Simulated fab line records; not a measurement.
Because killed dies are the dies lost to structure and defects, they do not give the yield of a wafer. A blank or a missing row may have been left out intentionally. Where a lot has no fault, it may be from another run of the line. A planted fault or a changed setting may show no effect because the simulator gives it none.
fab line records	flow nandHarc	part 1 of 2: steps 1 to 21 of 26
record: lots: 5	wafers: 15	lastDay: 33
route steps=1302 shown A_CHANNEL_HOLE_D2@572
lots that met no fault: taken from a fault-free run of the same line
startH: hours from the record's opening day to when the first of the lot's shown wafers began	waitH: how many hours have passed since the lot's step before this one	" the same as in the row above	L1.1+2: a single row standing in for several wafers	- no value, or no start given	* or withheld: withheld	< > ~ a bound
route shown NAME@n: NAME is a module with steps in the file, n the number in the route of the first one	usual: the fault-free wafers' mean and standard deviation	same: alike in all rows	chamber/n: place in a boat	sites: each site's reading	_std_site: their standard deviation	_edge_site: inner sites' mean taken away from outer sites' mean	radiusMm: for every site, how far away it sits from the centre of the wafer	mask NAME#n: copy n	behind: tool/chamber where the wafer was last shaped	hold: why the lot was held/for how many hours/how that ended	device: which transistor (n, p or np) failed to switch	end of line: the tests these same wafers got at the end of their route	step lacking rows: just its recipe	killed: dies lost to structure and defects at the first sort, not the wafer's yield	map: a wafer's dies, x killed, . not, _ none there
set.NAME: the setting that was run; set.NAME@STEP: the one run at that earlier step	model.NAME: the simulator's own value behind a step, which no gauge read
lots seen at some steps along the route; tables by step, rows by wafer
services: the hour from which a tool's chamber was out of use, counted from the record's first day as startH (under 0 if before that day), plus the number of hours and why
== steps ==
step: NHARC_A_CHANNEL_HOLE_D2_DEHYDRATE_02
recipe: tempC: 150	timeS: 120
lot.wafer	tool	chamber	startH	waitH
L074.2+5+6	lithoTrack-06	0	283.22	0.2
L083.1+2+4	lithoTrack-01	0	375.80	0.2
L090.1+3+6	lithoTrack-04	0	458.42	0.2
L092.2+3+5	lithoTrack-01	0	481.78	0.2
L095.1+3+5	lithoTrack-04	0	505.67	0.2
step: NHARC_A_CHANNEL_HOLE_D2_HMDS_03
recipe: timeS: 30
lot.wafer	tool	chamber	startH	waitH
L074.2+5+6	lithoTrack-06	0	-	-
L083.1+2+4	lithoTrack-01	0	-	-
L090.1+3+6	lithoTrack-04	0	-	-
L092.2+3+5	lithoTrack-01	0	-	-
L095.1+3+5	lithoTrack-04	0	-	-
step: NHARC_A_CHANNEL_HOLE_D2_COAT_36
recipe: tempC: 260	timeS: 75
lot.wafer	tool	chamber	startH	waitH
L074.2+5+6	lithoTrack-06	0	-	-
L083.1+2+4	lithoTrack-01	0	-	-
L090.1+3+6	lithoTrack-04	0	-	-
L092.2+3+5	lithoTrack-01	0	-	-
L095.1+3+5	lithoTrack-04	0	-	-
step: NHARC_A_CHANNEL_HOLE_D2_COAT_37
recipe: tempC: 225	timeS: 65
lot.wafer	tool	chamber	startH	waitH
L074.2+5+6	lithoTrack-06	0	-	-
L083.1+2+4	lithoTrack-01	0	-	-
L090.1+3+6	lithoTrack-04	0	-	-
L092.2+3+5	lithoTrack-01	0	-	-
L095.1+3+5	lithoTrack-04	0	-	-
step: NHARC_A_CHANNEL_HOLE_D2_COAT_04
recipe: spinRpm: 1500	resistThkNm: 90
usual: dispensePressureKPa: 54.1/2.1
lot.wafer	tool	chamber	startH	waitH	dispensePressureKPa
L074.2	lithoTrack-06	0	-	-	56.5
L074.5	"	0	"	"	56.5
L074.6	"	0	"	"	56.5
L083.1	lithoTrack-01	0	-	-	52.7
L083.2	"	0	"	"	52.8
L083.4	"	0	"	"	52.7
L090.1	lithoTrack-04	0	-	-	52.0
L090.3	"	0	"	"	52.0
L090.6	"	0	"	"	51.9
L092.2	lithoTrack-01	0	-	-	52.7
L092.3	"	0	"	"	52.7
L092.5	"	0	"	"	52.7
L095.1	lithoTrack-04	0	-	-	51.9
L095.3	"	0	"	"	51.9
L095.5	"	0	"	"	51.9
step: NHARC_A_CHANNEL_HOLE_D2_SOFTBAKE_05
recipe: tempC: 105	timeS: 55
lot.wafer	tool	chamber	startH	waitH
L074.2+5+6	lithoTrack-06	0	-	-
L083.1+2+4	lithoTrack-01	0	-	-
L090.1+3+6	lithoTrack-04	0	-	-
L092.2+3+5	lithoTrack-01	0	-	-
L095.1+3+5	lithoTrack-04	0	-	-
step: NHARC_A_CHANNEL_HOLE_D2_EBR_06
lot.wafer	tool	chamber	startH	waitH
L074.2+5+6	lithoTrack-06	0	-	-
L083.1+2+4	lithoTrack-01	0	-	-
L090.1+3+6	lithoTrack-04	0	-	-
L092.2+3+5	lithoTrack-01	0	-	-
L095.1+3+5	lithoTrack-04	0	-	-
step: NHARC_A_CHANNEL_HOLE_D2_EXPOSE_07
recipe: na: 1.35	targetCdNm: 100	sigmaOuter: 0.3	doseMj: 59.65	maskId: HOLE_D2
usual: reticleTempC: 23.01/0.092	stageVelMmS: 499.94/0.25
lot.wafer	tool	chamber	startH	waitH	mask	reticleTempC	stageVelMmS
L074.2	arfiScanner-02	0	283.53	-	HOLE_D2#0	23.12	500.10
L074.5	"	0	"	"	HOLE_D2#0	23.03	500.01
L074.6	"	0	"	"	HOLE_D2#0	23.03	499.61
L083.1	arfiScanner-02	0	376.11	-	HOLE_D2#0	23.02	499.54
L083.2	"	0	"	"	HOLE_D2#0	22.89	500.26
L083.4	"	0	"	"	HOLE_D2#0	22.87	500.03
L090.1	arfiScanner-02	0	458.61	-	HOLE_D2#0	22.92	500.18
L090.3	"	0	"	"	HOLE_D2#0	22.94	499.69
L090.6	"	0	"	"	HOLE_D2#0	22.77	500.04
L092.2	arfiScanner-03	0	482.10	-	HOLE_D2#0	22.98	500.05
L092.3	"	0	"	"	HOLE_D2#0	22.93	499.67
L092.5	"	0	"	"	HOLE_D2#0	22.92	499.84
L095.1	arfiScanner-03	0	505.98	-	HOLE_D2#0	22.94	499.55
L095.3	"	0	"	"	HOLE_D2#0	22.98	499.71
L095.5	"	0	"	"	HOLE_D2#0	22.99	499.82
step: NHARC_A_CHANNEL_HOLE_D2_PEB_08
recipe: pebTempC: 100	pebTimeS: 65
lot.wafer	tool	chamber	startH	waitH
L074.2+5+6	lithoTrack-06	0	283.59	0.1
L083.1+2+4	lithoTrack-01	0	376.17	0.1
L090.1+3+6	lithoTrack-01	0	458.67	0.1
L092.2+3+5	lithoTrack-04	0	482.16	0.1
L095.1+3+5	lithoTrack-06	0	506.04	0.1
step: NHARC_A_CHANNEL_HOLE_D2_DEVELOP_09
recipe: developTimeS: 35	devTempC: 23
lot.wafer	tool	chamber	startH	waitH
L074.2+5+6	lithoTrack-06	0	-	-
L083.1+2+4	lithoTrack-01	0	-	-
L090.1+3+6	lithoTrack-01	0	-	-
L092.2+3+5	lithoTrack-04	0	-	-
L095.1+3+5	lithoTrack-06	0	-	-
step: NHARC_A_CHANNEL_HOLE_D2_CD_MEAS_10
recipe: targetCdNm: 100	landingEnergyEv: 500
usual: cdNm: 100.0/0.58
same: landingEnergyEv: 500
lot.wafer	tool	chamber	startH	waitH	cdNm
L074.2	cdSem-01	0	283.67	-	100.0
L074.5	"	0	"	"	99.3
L074.6	"	0	"	"	100.2
L083.1	cdSem-02	0	376.25	-	100.4
L083.2	"	0	"	"	100.0
L083.4	"	0	"	"	99.5
L090.1	cdSem-02	0	458.75	-	99.8
L090.3	"	0	"	"	100.2
L090.6	"	0	"	"	99.1
L092.2	cdSem-02	0	482.24	-	100.4
L092.3	"	0	"	"	100.4
L092.5	"	0	"	"	100.5
L095.1	cdSem-03	0	506.12	-	99.7
L095.3	"	0	"	"	98.8
L095.5	"	0	"	"	100.4
step: NHARC_A_CHANNEL_HOLE_D2_OVL_MEAS_11
usual: overlayXNm: 0.0/0.69	overlayYNm: 0.1/0.91
lot.wafer	tool	chamber	startH	waitH	overlayXNm	overlayYNm
L074.2	overlay-01	-	283.76	-	-0.9	-0.3
L074.5	"	-	"	"	-0.2	0.0
L074.6	"	-	"	"	-0.1	-0.1
L083.1	overlay-01	-	376.34	-	-0.2	0.3
L083.2	"	-	"	"	-0.4	0.9
L083.4	"	-	"	"	-0.2	0.7
L090.1	overlay-02	-	458.83	-	-0.4	-1.5
L090.3	"	-	"	"	-0.3	-1.5
L090.6	"	-	"	"	-0.1	-1.4
L092.2	overlay-02	-	482.32	-	0.0	-0.4
L092.3	"	-	"	"	0.2	-0.6
L092.5	"	-	"	"	0.3	-0.2
L095.1	overlay-02	-	506.21	-	-0.5	-0.8
L095.3	"	-	"	"	-0.6	-0.4
L095.5	"	-	"	"	-0.4	-1.0
step: NHARC_A_CHANNEL_HOLE_D2_INSPECT_12
usual: rawDefectCount: 31/21
lot.wafer	tool	chamber	startH	waitH	rawDefectCount
L074.2	defectInspect-02	-	283.79	0.0	41
L074.5	"	-	"	"	55
L074.6	"	-	"	"	51
L083.1	defectInspect-02	-	376.40	0.1	63
L083.2	"	-	"	"	40
L083.4	"	-	"	"	49
L090.1	defectInspect-02	-	458.87	0.0	61
L090.3	"	-	"	"	38
L090.6	"	-	"	"	52
L092.2	defectInspect-01	-	482.36	0.0	15
L092.3	"	-	"	"	22
L092.5	"	-	"	"	19
L095.1	defectInspect-02	-	506.24	0.0	5
L095.3	"	-	"	"	6
L095.5	"	-	"	"	7
step: NHARC_A_CHANNEL_HOLE_D2_DESCUM_15
recipe: timeS: 3	o2FlowSccm: 200	arFlowSccm: 0	biasPowerW: 0	chemistry: O2
usual: chamberPressureMTorr: 60.00/0.058	drypumpMotorCurrentA: 5.6/0.45	oesProductAu: 0.999/0.0098	rfVppV: 57.9/0.94	showerheadPlenumPTorr: 1.93/0.099	throttleValvePct: 11.312/0.0094
lot.wafer	tool	chamber	startH	waitH	chamberPressureMTorr	drypumpMotorCurrentA	oesProductAu	rfHoursCounterH	rfVppV	showerheadPlenumPTorr	throttleValvePct
L074.2	rieDiel-05	1	283.88	0.1	59.98	5.3	0.992	3.1	57.5	1.78	11.311
L074.5	"	2	"	"	59.94	6.2	1.003	-	57.8	1.93	11.305
L074.6	"	3	"	"	60.09	5.0	0.991	-	57.3	2.02	11.309
L083.1	rieDiel-10	0	376.46	0.1	59.96	6.2	1.010	6.4	58.5	2.06	11.299
L083.4	"	1	"	"	59.93	5.0	1.001	5.2	57.5	2.01	11.318
L083.2	"	3	"	"	60.04	6.1	0.981	6.3	57.4	1.83	11.311
L090.3	rieDiel-05	0	458.93	0.1	59.99	5.6	1.002	3.7	56.4	1.85	11.300
L090.1	"	3	"	"	59.88	5.0	1.001	3.2	57.7	2.02	11.315
L090.6	"	0	"	"	60.02	5.6	1.002	-	57.2	1.85	11.315
L092.3	rieDiel-10	2	482.43	0.1	60.05	5.6	1.013	3.0	57.3	1.89	11.325
L092.2	"	3	"	"	59.95	6.1	0.990	2.8	57.6	1.83	11.297
L092.5	"	1	"	"	60.02	5.0	1.005	-	59.4	2.01	11.325
L095.1	rieDiel-05	3	506.30	0.1	59.97	5.0	1.001	6.2	59.0	2.02	11.315
L095.3	"	1	"	"	59.99	5.3	0.989	6.7	57.7	1.78	11.299
L095.5	"	0	"	"	59.96	5.6	0.998	-	58.4	1.85	11.302
step: NHARC_A_CHANNEL_HOLE_D2_ETCH_38
recipe: targetDepthA: 390	overEtchFrac: 0.3	timeS: 65	ionEnergyEv: 80	cf4FlowSccm: 150	arFlowSccm: 0	rfW: 300	biasW: 100	chemistry: CF4
usual: chamberPressureMTorr: 50.00/0.045	drypumpMotorCurrentA: 5.5/0.44	oesProductAu: 0.999/0.01	rfVppV: 151.4/1.3	showerheadPlenumPTorr: 1.78/0.085	throttleValvePct: 13.283/0.0092
lot.wafer	tool	chamber	startH	waitH	chamberPressureMTorr	drypumpMotorCurrentA	oesProductAu	rfHoursCounterH	rfVppV	showerheadPlenumPTorr	throttleValvePct
L074.2	rieDiel-05	1	283.95	0.1	50.02	5.3	0.998	3.1	148.6	1.66	13.283
L074.5	"	3	"	"	50.02	5.0	0.999	-	152.1	1.86	13.276
L074.6	"	0	"	"	49.99	5.6	0.987	-	150.8	1.72	13.289
L083.1	rieDiel-10	1	376.54	0.1	49.96	5.0	0.997	5.2	153.8	1.86	13.270
L083.4	"	2	"	"	49.96	5.6	0.999	6.4	151.2	1.75	13.283
L083.2	"	3	"	"	50.01	6.1	0.994	6.3	150.1	1.70	13.282
L090.3	rieDiel-05	2	459.02	0.1	50.02	6.2	0.992	3.8	152.0	1.78	13.300
L090.1	"	3	"	"	50.01	5.0	1.001	3.2	152.2	1.86	13.294
L090.6	"	2	"	"	49.96	6.3	0.990	-	151.7	1.78	13.292
L092.2	rieDiel-10	2	482.51	0.1	50.01	5.6	1.019	3.0	150.4	1.74	13.285
L092.3	"	0	"	"	49.99	6.3	1.000	2.7	152.8	1.89	13.276
L092.5	"	2	"	"	49.97	5.7	1.005	-	151.3	1.74	13.289
L095.1	rieDiel-05	0	506.40	0.1	50.06	5.6	1.008	7.8	151.7	1.72	13.287
L095.3	"	2	"	"	50.04	6.3	0.983	6.3	150.5	1.78	13.277
L095.5	"	3	"	"	50.04	5.0	0.998	-	152.0	1.86	13.290
step: NHARC_A_CHANNEL_HOLE_D2_ETCH_39
recipe: targetDepthA: 2600	overEtchFrac: 0.3	timeS: 325	ionEnergyEv: 200	n2FlowSccm: 150	h2FlowSccm: 150	arFlowSccm: 0	rfW: 400	biasW: 150	chemistry: N2/H2
usual: chamberPressureMTorr: 29.997/0.029	drypumpMotorCurrentA: 5.6/0.43	oesProductAu: 1.001/0.01	rfVppV: 431/3.2	showerheadPlenumPTorr: 2.04/0.11	throttleValvePct: 14.171/0.0088
lot.wafer	tool	chamber	startH	waitH	chamberPressureMTorr	drypumpMotorCurrentA	oesProductAu	rfHoursCounterH	rfVppV	showerheadPlenumPTorr	throttleValvePct
L074.2	rieDiel-05	1	-	-	29.999	5.3	0.989	3.1	426	1.90	14.183
L074.5	"	0	"	"	29.979	5.6	0.998	-	429	1.98	14.161
L074.6	"	1	"	"	29.963	5.3	0.987	-	428	1.90	14.170
L083.1	rieDiel-10	1	-	-	29.984	5.0	1.007	5.3	435	2.15	14.172
L083.2	"	3	"	"	29.966	6.1	0.998	6.4	427	1.95	14.172
L083.4	"	0	"	"	30.005	6.2	1.018	6.5	435	2.20	14.171
L090.1	rieDiel-05	1	-	-	30.041	5.3	1.002	3.1	427	1.89	14.174
L090.3	"	2	"	"	29.992	6.3	0.990	3.9	430	2.05	14.181
L090.6	"	0	"	"	29.966	5.6	1.009	-	429	1.98	14.168
L092.2	rieDiel-10	0	-	-	29.960	6.3	1.012	2.7	435	2.20	14.168
L092.3	"	1	"	"	30.000	5.0	1.004	3.0	433	2.15	14.177
L092.5	"	2	"	"	29.967	5.6	1.013	-	430	2.01	14.176
L095.1	rieDiel-05	3	-	-	30.017	5.0	0.995	6.2	435	2.15	14.189
L095.3	"	0	"	"	29.988	5.6	1.000	7.9	430	1.97	14.181
L095.5	"	2	"	"	30.026	6.2	1.002	-	430	2.05	14.184
step: NHARC_A_CHANNEL_HOLE_D2_ETCH_34
recipe: targetDepthA: 1540	timeS: 77	cf4FlowSccm: 100	chf3FlowSccm: 30	arFlowSccm: 0	rfW: 500	biasW: 200	chemistry: CF4/CHF3
usual: chamberPressureMTorr: 25.002/0.022	drypumpMotorCurrentA: 5.6/0.45	oesProductAu: 0.958/0.016	rfVppV: 371.2/2.6	showerheadPlenumPTorr: 1.59/0.078	throttleValvePct: 16.802/0.0098
lot.wafer	tool	chamber	startH	waitH	chamberPressureMTorr	drypumpMotorCurrentA	oesProductAu	rfHoursCounterH	rfVppV	showerheadPlenumPTorr	throttleValvePct
L074.2	rieDiel-05	3	-	-	24.975	5.0	0.955	4.6	374.4	1.66	16.796
L074.6	"	3	"	"	24.991	5.0	0.965	-	374.7	1.66	16.802
L074.5	"	0	"	"	25.014	5.6	0.963	-	367.9	1.53	16.786
L083.4	rieDiel-10	0	-	-	25.012	6.2	0.958	6.5	372.2	1.68	16.806
L083.1	"	1	"	"	25.006	4.9	0.947	5.5	375.3	1.65	16.800
L083.2	"	3	"	"	25.013	6.1	0.948	6.4	368.2	1.51	16.799
L090.1	rieDiel-05	3	-	-	25.015	5.0	0.979	3.4	373.9	1.65	16.805
L090.3	"	0	"	"	24.978	5.6	0.961	3.9	370.0	1.53	16.812
L090.6	"	2	"	"	25.014	6.2	0.963	-	369.7	1.58	16.812
L092.3	rieDiel-10	0	-	-	25.012	6.2	0.957	2.8	374.3	1.68	16.798
L092.2	"	1	"	"	24.980	4.9	0.952	3.0	374.0	1.65	16.811
L092.5	"	1	"	"	25.012	5.0	0.952	-	373.4	1.65	16.802
L095.3	rieDiel-05	3	-	-	25.001	5.0	0.959	6.3	374.7	1.65	16.811
L095.1	"	1	"	"	24.978	5.3	0.971	6.9	368.2	1.47	16.790
L095.5	"	3	"	"	24.997	5.0	0.960	-	372.6	1.65	16.798
step: NHARC_A_CHANNEL_HOLE_D2_ETCH_16
recipe: targetDepthA: 31000	overEtchFrac: 0.3	timeS: 806	ionEnergyEv: 150	o2FlowSccm: 400	cosFlowSccm: 20	arFlowSccm: 0	rfW: 500	biasW: 300	chemistry: O2/COS
usual: chamberPressureMTorr: 20.001/0.017	cosFlowSccm: 20.00/0.054	drypumpMotorCurrentA: 5.6/0.45	oesProductAu: 0.998/0.01	rfVppV: 314.4/2.5	showerheadPlenumPTorr: 3.14/0.15	throttleValvePct: 28.330/0.0091
lot.wafer	tool	chamber	startH	waitH	chamberPressureMTorr	cosFlowSccm	drypumpMotorCurrentA	oesProductAu	rfHoursCounterH	rfVppV	showerheadPlenumPTorr	throttleValvePct
L074.2	rieDiel-05	2	-	-	20.007	20.01	6.3	1.000	3.8	313.7	3.14	28.324
L074.5	"	1	"	"	19.968	19.89	5.3	0.992	-	309.5	2.92	28.328
L074.6	"	2	"	"	20.009	20.02	6.3	1.001	-	314.1	3.14	28.335
L083.1	rieDiel-10	1	-	-	20.004	20.04	5.0	0.991	5.6	316.3	3.28	28.321
L083.4	"	3	"	"	20.031	20.03	6.1	0.987	6.6	313.0	2.99	28.326
L083.2	"	0	"	"	20.027	19.87	6.2	1.009	6.7	317.0	3.34	28.342
L090.3	rieDiel-05	3	-	-	20.005	20.03	5.0	0.999	3.5	317.4	3.28	28.337
L090.1	"	1	"	"	20.004	19.97	5.3	1.000	3.3	309.3	2.92	28.318
L090.6	"	0	"	"	20.004	20.06	5.6	1.007	-	311.4	3.03	28.324
L092.3	rieDiel-10	3	-	-	19.998	19.91	6.1	1.001	3.1	312.5	2.99	28.331
L092.2	"	0	"	"	20.022	19.87	6.2	1.010	2.9	318.8	3.34	28.327
L092.5	"	0	"	"	19.982	19.88	6.3	1.012	-	318.1	3.34	28.335
L095.3	rieDiel-05	2	-	-	19.990	20.00	6.3	0.993	6.6	314.5	3.14	28.335
L095.1	"	3	"	"	19.973	20.05	5.0	0.987	6.4	315.4	3.28	28.323
L095.5	"	3	"	"	20.014	19.98	5.0	0.998	-	315.9	3.28	28.332
step: NHARC_A_CHANNEL_HOLE_D2_CD_MEAS_18
usual: cdNm: 99.3/2.1
lot.wafer	tool	chamber	startH	waitH	cdNm
L074.2	cdSem-01	-	284.97	-	99.0
L074.5	"	-	"	"	97.3
L074.6	"	-	"	"	101.5
L083.1	cdSem-03	-	377.56	-	103.5
L083.2	"	-	"	"	97.4
L083.4	"	-	"	"	98.5
L090.1	cdSem-03	-	460.04	-	102.2
L090.3	"	-	"	"	100.6
L090.6	"	-	"	"	99.7
L092.2	cdSem-01	-	483.53	-	99.1
L092.3	"	-	"	"	100.1
L092.5	"	-	"	"	99.7
L095.1	cdSem-01	-	507.41	-	96.1
L095.3	"	-	"	"	97.7
L095.5	"	-	"	"	96.9
step: NHARC_A_CHANNEL_HOLE_D2_ETCH_19
recipe: biasV: 1200	sourceW: 2500	pressureMtorr: 15	timeS: 34.5	arFlowSccm: 375	c4f8FlowSccm: 28.8	o2FlowSccm: 96.2	tempC: -20	targetDepthA: *	chemistry: C4F8/O2/Ar
usual: chamberPressureMTorr: 14.999/0.015	drypumpMotorCurrentA: 6.0/0.43	showerheadPlenumPTorr: 3.78/0.11	throttleValvePct: 37.038/0.0093
lot.wafer	tool	chamber	startH	waitH	chamberPressureMTorr	drypumpMotorCurrentA	rfHoursCounterH	showerheadPlenumPTorr	throttleValvePct
L074.2	harEtch-02	0	285.06	0.1	15.001	5.4	352	3.63	37.041
L074.5	"	1	"	"	14.998	6.6	-	3.78	37.025
L074.6	"	0	"	"	15.025	5.4	-	3.63	37.024
L083.2	harEtch-02	0	377.63	0.1	14.993	5.4	405	3.60	37.023
L083.1	"	1	"	"	15.002	6.6	405	3.75	37.035
L083.4	"	1	"	"	15.031	6.6	-	3.75	37.038
L090.1	harEtch-02	1	461.58	1.5	15.002	6.6	38	3.72	37.040
L090.3	"	1	"	"	15.013	6.6	-	3.72	37.029
L090.6	"	0	"	"	15.015	5.4	-	3.96	37.031
L092.2	harEtch-02	1	483.62	0.1	14.984	6.7	49	3.72	37.026
L092.3	"	0	"	"	15.019	5.4	-	3.96	37.033
L092.5	"	0	"	"	14.992	5.4	-	3.96	37.048
L095.1	harEtch-02	1	507.48	0.1	15.034	6.6	61	3.71	37.047
L095.3	"	1	"	"	14.992	6.6	-	3.71	37.042
L095.5	"	0	"	"	14.997	5.4	-	3.95	37.043
step: NHARC_A_CHANNEL_HOLE_D2_ETCH_20
recipe: biasV: 3000	sourceW: withheld	pressureMtorr: 20	timeS: 361.9	arFlowSccm: 375	c4f8FlowSccm: 89.3	o2FlowSccm: 35.7	tempC: -20	targetDepthA: 16000	chemistry: C4F8/O2/Ar
usual: chamberPressureMTorr: 20.002/0.018	drypumpMotorCurrentA: 6.0/0.43	showerheadPlenumPTorr: 3.73/0.1	throttleValvePct: 32.155/0.0092
lot.wafer	tool	chamber	startH	waitH	chamberPressureMTorr	drypumpMotorCurrentA	rfHoursCounterH	showerheadPlenumPTorr	throttleValvePct
L074.2	harEtch-02	0	285.20	0.1	19.995	5.4	352	3.59	32.145
L074.5	"	1	"	"	20.008	6.7	-	3.74	32.145
L074.6	"	0	"	"	20.033	5.5	-	3.59	32.144
L083.2	harEtch-02	0	377.74	0.1	20.022	5.4	405	3.56	32.157
L083.1	"	1	"	"	19.983	6.6	405	3.71	32.158
L083.4	"	1	"	"	19.997	6.6	-	3.71	32.141
L090.1	harEtch-02	1	461.69	0.1	19.981	6.6	38	3.68	32.147
L090.3	"	1	"	"	20.005	6.6	-	3.68	32.163
L090.6	"	0	"	"	20.024	5.4	-	3.91	32.159
L092.2	harEtch-02	1	483.76	0.1	20.009	6.6	50	3.68	32.175
L092.3	"	0	"	"	20.002	5.5	-	3.91	32.153
L092.5	"	0	"	"	20.004	5.4	-	3.90	32.148
L095.1	harEtch-02	1	507.59	0.1	19.998	6.6	61	3.67	32.158
L095.3	"	1	"	"	20.002	6.6	-	3.67	32.136
L095.5	"	0	"	"	20.011	5.4	-	3.90	32.149
